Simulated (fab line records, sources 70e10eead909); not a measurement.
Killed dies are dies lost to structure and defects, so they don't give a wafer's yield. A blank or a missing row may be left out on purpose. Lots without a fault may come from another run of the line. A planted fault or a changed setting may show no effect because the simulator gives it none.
Chamber matching | flow nand_harc | NHARC_A_STAIRCASE_CMP_152 on cmp-02: 4 sister chambers
The step polishes. 4 wafers are shown with their chamber, then 11 later ones without.

WAFERS WITH THEIR CHAMBER
wafer  | chamber | motor_current_A (A)
L081.5 | 3       | 13.2
L087.5 | 1       | 12.3
L087.6 | 0       | 8.9
L089.4 | 2       | 12.5

WAFERS WITHOUT THEIR CHAMBER
wafer  | motor_current_A (A)
L089.5 | 12.6
L089.6 | 12.1
L092.3 | 12.3
L092.5 | 13.0
L092.6 | 8.9
L093.1 | 12.4
L093.5 | 8.9
L093.6 | 12.1
L094.2 | 11.7
L094.4 | 9.0
L094.6 | 12.9

WHICH CHAMBER EACH WENT THROUGH
wafer  | from the rows above          | in truth
L089.5 | can't be placed: 2 or 1      | 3
L089.6 | can't be placed: 1 or 2      | 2
L092.3 | can't be placed: 1 or 2      | 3
L092.5 | can't be placed: 3 or 2      | 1
L092.6 | 0                            | 0
L093.1 | can't be placed: 1 or 2      | 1
L093.5 | 0                            | 0
L093.6 | can't be placed: 1 or 2      | 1
L094.2 | can't be placed: 1 or 2      | 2
L094.4 | 0                            | 0
L094.6 | can't be placed: 3 or 2 or 1 | 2
Placed correctly: 3 of 11. Can't be placed from these rows: 8 (the true chamber is among the candidates in 5). Placed wrongly: 0.
How it was worked out, from the rows above alone: a wafer's distance from a chamber is the root of the sum, over the readings, of the square of ((its reading less the chamber's mean) divided by the reading's scatter). The wafer belongs to the nearest chamber; if the next one is less than 2 further off, it can't be placed. A chamber's mean is the mean of its shown wafers. The scatter: with one shown wafer a chamber, the root of the mean of the squares of how far each hidden wafer lies from its nearest shown one.
